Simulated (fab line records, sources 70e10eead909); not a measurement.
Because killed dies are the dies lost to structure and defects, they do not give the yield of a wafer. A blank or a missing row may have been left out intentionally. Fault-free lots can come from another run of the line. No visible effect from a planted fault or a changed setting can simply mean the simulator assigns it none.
fab line records	flow nandHarc
record lots=12	wafers=36	lastDay=33
route steps=1302 shown P_STI@96 P_GATE@139 END@1302
lots that met no fault: taken from a fault-free run of the same line
startH: the number of hours between the record's first day and the start of the first shown wafer of the lot	waitH: time in hours since the lot's previous step	" as in the row above	L1.1+2: a single row standing in for several wafers	- no value, or no start given	* or withheld: withheld	< > ~ a bound
route shown NAME@n: a module of which the file shows steps, and the number in the route of the first	usual: mean/standard deviation of fault-free wafers	same: alike in all rows	chamber/n: place in a boat	sites: per-site readings	_std_site: the values' standard deviation	_edge_site: outer sites' mean less inner sites'	radiusMm: how far each site lies from the wafer's centre	mask NAME#n: copy n	behind: the tool/chamber that last shaped the wafer	hold: why the lot was held/for how many hours/how that ended	device: transistor that didn't switch, given as n, p or np	end of line: the route-end tests of the same wafers	a step with no rows: only its recipe	killed: dies that structure and defects cost at the first sort, which is not the same as the wafer's yield	map: the dies of a wafer, with x for killed, . for not killed, _ for no die there
set.NAME: the setting that was run; set.NAME@STEP: the one run at that earlier step	model.NAME: the simulator's own value behind a step, which no gauge read
one table for each step of the route and one row for each wafer, over a sample of lots
services: a tool's chamber out of use, with start hour (startH, from the record's first day; less than 0 if before it), hours out, and reason
## steps
# step NHARC_P_STI_OCD_MEAS_43
# usual trenchDepthNm=300/3.7	trenchFootCdNm=157.8/1.7
lot.wafer	tool	chamber	startH	waitH	trenchDepthNm	trenchFootCdNm
L382.1	ocd-02	-	47.38	-	304	158.5
L382.3	"	-	"	"	302	157.6
L382.6	"	-	"	"	304	157.2
L383.3	ocd-01	-	58.42	-	307	156.1
L383.5	"	-	"	"	305	156.1
L383.6	"	-	"	"	307	156.4
L387.1	ocd-02	-	95.82	-	303	155.6
L387.2	"	-	"	"	298	155.2
L387.6	"	-	"	"	303	157.0
L388.1	ocd-02	-	106.66	-	299	158.4
L388.4	"	-	"	"	304	155.3
L388.5	"	-	"	"	306	155.5
L389.1	ocd-02	-	114.65	-	299	157.8
L389.4	"	-	"	"	309	157.8
L389.6	"	-	"	"	307	155.2
L391.2	ocd-01	-	134.40	-	294	158.3
L391.4	"	-	"	"	297	159.1
L391.6	"	-	"	"	296	158.6
L395.2	ocd-02	-	174.73	-	297	160.4
L395.3	"	-	"	"	298	158.4
L395.4	"	-	"	"	295	158.8
L397.4	ocd-02	-	194.94	-	297	157.5
L397.5	"	-	"	"	296	159.5
L397.6	"	-	"	"	296	160.2
L398.1	ocd-01	-	206.46	-	302	158.5
L398.4	"	-	"	"	304	157.1
L398.6	"	-	"	"	303	157.2
L403.3	ocd-02	-	257.15	-	301	160.3
L403.5	"	-	"	"	302	159.3
L403.6	"	-	"	"	299	159.1
L404.2	ocd-01	-	265.74	-	300	156.8
L404.3	"	-	"	"	305	156.2
L404.6	"	-	"	"	301	158.8
L405.3	ocd-02	-	273.91	-	300	159.5
L405.5	"	-	"	"	299	160.0
L405.6	"	-	"	"	300	160.1
# step NHARC_P_GATE_PEB_24
# recipe pebTempC=100	pebTimeS=65
lot.wafer	tool	chamber	startH	waitH
L382.1+3+6	lithoTrack-01	0	97.95	0.1
L383.3+5+6	lithoTrack-01	0	115.58	0.0
L387.1+2+6	lithoTrack-01	0	149.05	0.1
L388.1+4+5	lithoTrack-06	0	161.35	0.1
L389.1+4+6	lithoTrack-04	0	166.38	0.1
L391.2+4+6	lithoTrack-01	0	187.96	0.1
L395.2+3+4	lithoTrack-01	0	227.44	0.1
L397.4+5+6	lithoTrack-01	0	246.40	0.0
L398.1+4+6	lithoTrack-01	0	263.21	0.1
L403.3+5+6	lithoTrack-01	0	315.99	0.0
L404.2+3+6	lithoTrack-04	0	320.96	0.1
L405.3+5+6	lithoTrack-01	0	327.08	0.0
# step NHARC_P_GATE_CD_MEAS_26
# recipe targetCdNm=120	landingEnergyEv=500
# usual cdNm=120.1/0.55
lot.wafer	tool	chamber	startH	waitH	cdNm
L382.1	cdSem-01	0	98.03	-	119.9
L382.3	"	0	"	"	120.4
L382.6	"	0	"	"	119.7
L383.3	cdSem-03	0	115.67	-	120.8
L383.5	"	0	"	"	120.1
L383.6	"	0	"	"	119.6
L387.1	cdSem-01	0	149.13	-	120.1
L387.2	"	0	"	"	120.1
L387.6	"	0	"	"	119.4
L388.1	cdSem-02	0	161.43	-	120.4
L388.4	"	0	"	"	120.6
L388.5	"	0	"	"	120.8
L389.1	cdSem-02	0	166.46	-	121.3
L389.4	"	0	"	"	120.8
L389.6	"	0	"	"	120.5
L391.2	cdSem-02	0	188.04	-	118.8
L391.4	"	0	"	"	118.8
L391.6	"	0	"	"	118.8
L395.2	cdSem-02	0	227.52	-	117.2
L395.3	"	0	"	"	117.5
L395.4	"	0	"	"	117.2
L397.4	cdSem-01	0	246.48	-	117.7
L397.5	"	0	"	"	117.8
L397.6	"	0	"	"	116.8
L398.1	cdSem-03	0	263.29	-	117.4
L398.4	"	0	"	"	116.7
L398.6	"	0	"	"	116.9
L403.3	cdSem-01	0	316.07	-	119.0
L403.5	"	0	"	"	118.4
L403.6	"	0	"	"	118.9
L404.2	cdSem-03	0	321.04	-	120.2
L404.3	"	0	"	"	120.2
L404.6	"	0	"	"	120.2
L405.3	cdSem-01	0	327.16	-	120.0
L405.5	"	0	"	"	120.7
L405.6	"	0	"	"	119.9
# step NHARC_P_GATE_OVL_MEAS_27
# usual overlayXNm=0.2/0.86	overlayYNm=-0.3/0.82
lot.wafer	tool	chamber	startH	waitH	overlayXNm	overlayYNm
L382.1	overlay-02	-	98.12	-	0.4	-0.1
L382.3	"	-	"	"	0.8	0.1
L382.6	"	-	"	"	0.4	0.2
L383.3	overlay-02	-	115.75	-	-0.3	-0.9
L383.5	"	-	"	"	-0.3	-0.7
L383.6	"	-	"	"	-0.6	-0.3
L387.1	overlay-02	-	149.22	-	0.6	1.2
L387.2	"	-	"	"	0.8	1.3
L387.6	"	-	"	"	0.9	0.9
L388.1	overlay-01	-	161.52	-	-0.7	-0.5
L388.4	"	-	"	"	-0.5	-0.8
L388.5	"	-	"	"	-0.4	-1.4
L389.1	overlay-01	-	166.55	-	-0.2	-1.3
L389.4	"	-	"	"	-0.5	-1.0
L389.6	"	-	"	"	-0.6	-0.7
L391.2	overlay-01	-	188.13	-	0.5	0.2
L391.4	"	-	"	"	0.5	0.5
L391.6	"	-	"	"	1.2	0.2
L395.2	overlay-02	-	227.60	-	0.6	-0.2
L395.3	"	-	"	"	0.7	-0.2
L395.4	"	-	"	"	0.5	0.1
L397.4	overlay-02	-	246.57	-	-0.2	0.0
L397.5	"	-	"	"	-1.2	0.3
L397.6	"	-	"	"	-1.1	0.7
L398.1	overlay-01	-	263.38	-	1.2	0.0
L398.4	"	-	"	"	0.7	-0.2
L398.6	"	-	"	"	1.1	-0.3
L403.3	overlay-01	-	316.16	-	-1.1	-1.2
L403.5	"	-	"	"	-1.0	-0.9
L403.6	"	-	"	"	-0.5	-1.2
L404.2	overlay-01	-	321.12	-	2.0	-1.2
L404.3	"	-	"	"	1.8	-0.7
L404.6	"	-	"	"	1.7	-1.1
L405.3	overlay-01	-	327.25	-	-0.2	-1.9
L405.5	"	-	"	"	-0.6	-1.8
L405.6	"	-	"	"	-1.0	-1.0
# step NHARC_P_GATE_ETCH_32
# recipe targetDepthA=1500	overEtchFrac=1	overEtchIonEnergyEv=40	timeS=100.1	hbrFlowSccm=150	cl2FlowSccm=50	rfW=400	icpW=400	biasW=100	chemistry=HBr/Cl2
# usual chamberPressureMTorr=15.001/0.014	drypumpMotorCurrentA=5.8/0.44	hbrFlowSccm=150.0/0.45	oesProductAu=1.000/0.0072	rfFwdPowerW=396.9/1.1	throttleValvePct=26.407/0.009
lot.wafer	tool	chamber	startH	waitH	chamberPressureMTorr	drypumpMotorCurrentA	hbrFlowSccm	oesProductAu	rfFwdPowerW	rfHoursCounterH	throttleValvePct
L382.1	rieSi-04	3	98.67	-	15.016	6.0	150.6	0.999	398.2	0.69	26.390
L382.3	"	2	"	"	14.979	5.7	150.6	0.999	396.5	0.72	26.415
L382.6	"	3	"	"	14.988	6.0	150.8	0.997	399.0	-	26.415
L383.3	rieSi-06	0	116.40	-	14.984	5.8	151.2	0.991	398.8	0.29	26.391
L383.6	"	2	"	"	15.007	6.0	150.6	1.006	395.6	-	26.405
L383.5	"	3	"	"	15.009	6.3	150.1	1.009	397.9	-	26.420
L387.1	rieSi-06	2	149.78	-	14.989	6.1	149.8	1.005	392.7	0.46	26.425
L387.2	"	0	"	"	15.011	5.8	149.9	1.011	397.6	0.47	26.396
L387.6	"	0	"	"	15.016	5.8	150.3	1.003	396.6	-	26.425
L388.4	rieSi-02	3	162.09	-	14.982	5.0	149.6	0.982	396.3	0.22	26.398
L388.1	"	0	"	"	14.988	5.4	150.4	1.009	396.2	0.23	26.414
L388.5	"	3	"	"	15.010	5.0	150.4	0.991	397.3	-	26.418
L389.4	rieSi-02	1	167.80	-	14.987	5.9	150.1	0.985	395.6	0.33	26.414
L389.1	"	3	"	"	14.978	5.0	150.5	0.997	395.6	0.30	26.402
L389.6	"	1	"	"	15.015	5.9	150.1	0.991	393.9	-	26.389
L391.4	rieSi-02	3	188.68	-	14.997	5.0	149.7	1.000	398.0	0.42	26.417
L391.2	"	0	"	"	14.995	5.4	149.8	1.005	399.2	0.47	26.404
L391.6	"	3	"	"	14.981	5.0	150.0	1.001	397.5	-	26.414
L395.3	rieSi-06	1	228.16	-	14.994	6.7	150.4	1.004	396.8	0.80	26.411
L395.4	"	2	"	"	14.991	6.1	149.6	1.007	395.7	1.03	26.398
L395.2	"	0	"	"	15.021	5.9	150.2	1.005	397.6	1.05	26.393
L397.4	rieSi-02	2	247.17	-	15.010	5.4	150.0	0.991	395.9	0.86	26.392
L397.5	"	3	"	"	14.982	5.0	150.5	0.999	398.8	-	26.403
L397.6	"	0	"	"	14.975	5.4	149.8	1.003	396.9	-	26.406
L398.1	rieSi-02	2	263.95	-	14.978	5.4	150.1	1.000	395.2	0.95	26.405
L398.4	"	0	"	"	14.986	5.4	150.0	1.005	395.0	0.88	26.407
L398.6	"	2	"	"	15.030	5.4	149.9	0.999	395.5	-	26.396
L403.3	rieSi-06	0	316.75	-	14.988	5.8	149.6	1.009	396.5	0.23	26.420
L403.5	"	2	"	"	15.019	6.1	149.7	1.011	396.6	-	26.395
L403.6	"	3	"	"	15.018	6.4	149.6	1.012	397.4	-	26.402
L404.3	rieSi-02	2	321.70	-	15.015	5.4	150.0	0.997	395.5	0.13	26.409
L404.2	"	3	"	"	14.983	5.0	150.1	0.999	396.8	0.22	26.401
L404.6	"	2	"	"	15.000	5.4	150.5	0.988	397.2	-	26.399
L405.3	rieSi-02	3	327.80	-	14.993	5.0	149.9	0.992	396.7	0.26	26.415
L405.5	"	3	"	"	14.970	5.0	149.5	0.996	399.4	-	26.417
L405.6	"	0	"	"	15.013	5.4	149.6	0.996	397.7	-	26.415
# step NHARC_END_SORT_01
# recipe tempC=25
# usual killedAtArray=52/20	killedAtOther=1.0/1.3	killedAtPeriphery=3.7/2.2	killedDies=57/20	killedOpen=3.2/1.6	killedShort=2.4/1.6
# same grossDies=677
lot.wafer	tool	chamber	startH	waitH	killedAtArray	killedAtOther	killedAtPeriphery	killedDies	killedOpen	killedShort
L397.4	prober-01	0	721.54	3.4	65	2	2	69	2	1
L397.5	prober-01	0	722.34	3.7	66	0	2	68	1	4
L397.6	prober-01	0	723.14	4.0	55	2	5	62	3	2
# killed by level:class
L397.4 A_CHANNEL_HOLE_D1:chamberFilmFlake=26 A_CHANNEL_HOLE_D2:chamberFilmFlake=22 A_CONTACT:chamberFilmFlake=7 A_STAIRCASE:chamberFilmFlake=3 A_SLIT:chamberFilmFlake=3 THIN_TSV:chamberFilmFlake=2 A_CHANNEL_HOLE_D1:geometricParticle:short=1 A_ONON_D2:geometricParticle:open=1
L397.5 A_CHANNEL_HOLE_D1:chamberFilmFlake=23 A_CHANNEL_HOLE_D2:chamberFilmFlake=18 A_CONTACT:chamberFilmFlake=11 A_STAIRCASE:chamberFilmFlake=6 P_STI:chamberFilmFlake=2 A_SLIT:chamberFilmFlake=2 A_ONON_D1:geometricParticle:short=1 A_DECK1_JOINT:geometricParticle:short=1
L397.6 A_CHANNEL_HOLE_D1:chamberFilmFlake=25 A_CHANNEL_HOLE_D2:chamberFilmFlake=19 A_CONTACT:chamberFilmFlake=6 P_ZERO_WELL:chamberFilmFlake=2 THIN_TSV:chamberFilmFlake=2 P_CONTACT:geometricParticle:short=1 P_CONTACT:geometricParticle:open=1 A_CHANNEL_FILL_D1:geometricParticle:open=1
## services
tool	chamber	startH	hours	kind
rieSi-04	1	79.93	4.0	repair
rieSi-02	-	100.00	9.0	pm
rieSi-02	0	100.00	9.0	ventCycle
rieSi-02	1	100.00	9.0	ventCycle
rieSi-02	2	100.00	9.0	ventCycle
rieSi-02	3	100.00	9.0	ventCycle
rieSi-02	0	109.00	-	clean
rieSi-02	1	109.00	-	clean
rieSi-02	2	109.00	-	clean
rieSi-04	0	122.11	7.7	repair
rieSi-04	2	123.51	3.2	repair
rieSi-06	1	148.34	28.3	repair
lithoTrack-01	-	155.00	7.0	pm
rieSi-06	3	163.72	2.4	repair
rieSi-04	-	165.00	9.0	pm
lithoTrack-06	-	179.00	7.0	pm
rieSi-06	3	183.26	7.6	repair
lithoTrack-04	-	203.00	7.0	pm
rieSi-04	-	228.41	1.5	repair
rieSi-06	0	231.36	45.5	repair
rieSi-06	1	239.42	4.0	repair
rieSi-06	-	249.00	9.0	pm
rieSi-02	-	277.00	9.0	pm
rieSi-02	-	325.84	0.5	repair
## key
firstSign step=NHARC_P_GATE_CD_MEAS_26	reading=cdNm	direction=down	sigmas=5.1	usual=120.1	struck=117.3
effect none on later readings
metAt NHARC_P_GATE_PEB_24
struckLots L395,L397,L398
testerLeftOut L395,L397,L398
notActingAt NHARC_P_STI_OCD_MEAS_43,NHARC_P_GATE_OVL_MEAS_27,NHARC_P_GATE_ETCH_32
onsetBetween 187.96 227.44
fault kind=processParameterDrift	tool=lithoTrack-01	chamber=-	onsetH=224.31	steps=NHARC_P_GATE_PEB_24	channel=pebTimeS	offset=*	shape=step	endH=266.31	actsIn=*	stated=*
# testerLeftOut: of these lots the tester's yield and bins aren't shown, on N5 and GAA mostly nor the transistor test; their killed dies are dies lost to structure and defects alone, not to doping, threshold or leakage, so they don't give the yield
